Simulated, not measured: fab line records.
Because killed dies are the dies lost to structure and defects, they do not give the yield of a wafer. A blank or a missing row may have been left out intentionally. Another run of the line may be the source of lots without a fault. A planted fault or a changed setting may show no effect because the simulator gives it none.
The tool behind it: which one? :: flow nand harc :: at 1 step of a route of 1302, 12 lots with 36 wafers sampled

== WHAT THE GAUGES READ, wafer by wafer ==
NHARC_P_GATE_CD_MEAS_91 targets a cd of 2000 nm.
lot: L075
measured: day 6 08:41
on: cd sem-02
cd nm (nm): 1999.7 2000.5 2000.0

lot: L077
measured: day 7 05:10
on: cd sem-01
cd nm (nm): 2000.5 2003.4 2000.1

lot: L079
measured: day 7 16:38
on: cd sem-01
cd nm (nm): 2003.5 2001.2 2003.1

lot: L081
measured: day 8 19:55
on: cd sem-03
cd nm (nm): 1998.3 2004.2 2003.5

lot: L083
measured: day 9 18:05
on: cd sem-03
cd nm (nm): 1999.2 2002.4 1996.5

lot: L085
measured: day 10 10:10
on: cd sem-01
cd nm (nm): 2003.8 1999.3 2002.7

lot: L087
measured: day 11 12:02
on: cd sem-02
cd nm (nm): 2004.6 2001.0 2002.3

lot: L089
measured: day 12 06:01
on: cd sem-01
cd nm (nm): 2003.4 2000.8 1998.1

lot: L091
measured: day 13 01:53
on: cd sem-02
cd nm (nm): 2001.6 2001.5 2005.6

lot: L093
measured: day 13 18:23
on: cd sem-01
cd nm (nm): 2005.1 2002.7 1998.1

lot: L094
measured: day 14 15:47
on: cd sem-01
cd nm (nm): 2001.1 2002.9 1997.9

lot: L097
measured: day 15 06:41
on: cd sem-03
cd nm (nm): 2000.4 2000.4 2000.8

== WHAT TOOL EACH LOT RAN ON (gives the tool, then ch and the chambers of the sampled wafers, and finally the start) ==
The record shows no process step preceding these readings.

== THE ANSWER, worked out from the rows above alone ==
Rule: the usual values come from the lots themselves. The widest of any qualifying gaps counts: lots, ordered by their means at a reading, are off when they make up no more than a third of the lots, leave a main group of 4 or more, and stand apart from it by 3 or more times the standard deviation of that group's means. Not used: any main group whose means are identical at the precision the tables above print for the reading. A lot without any number at a reading at which 4 lots or more have one is off too. Where the step has rows for the other lots, those lots are counted as sound.
No lot is off at any reading shown: from this, nothing can be told.

== WHAT HAD BEEN PUT IN BY THE SIMULATOR ==
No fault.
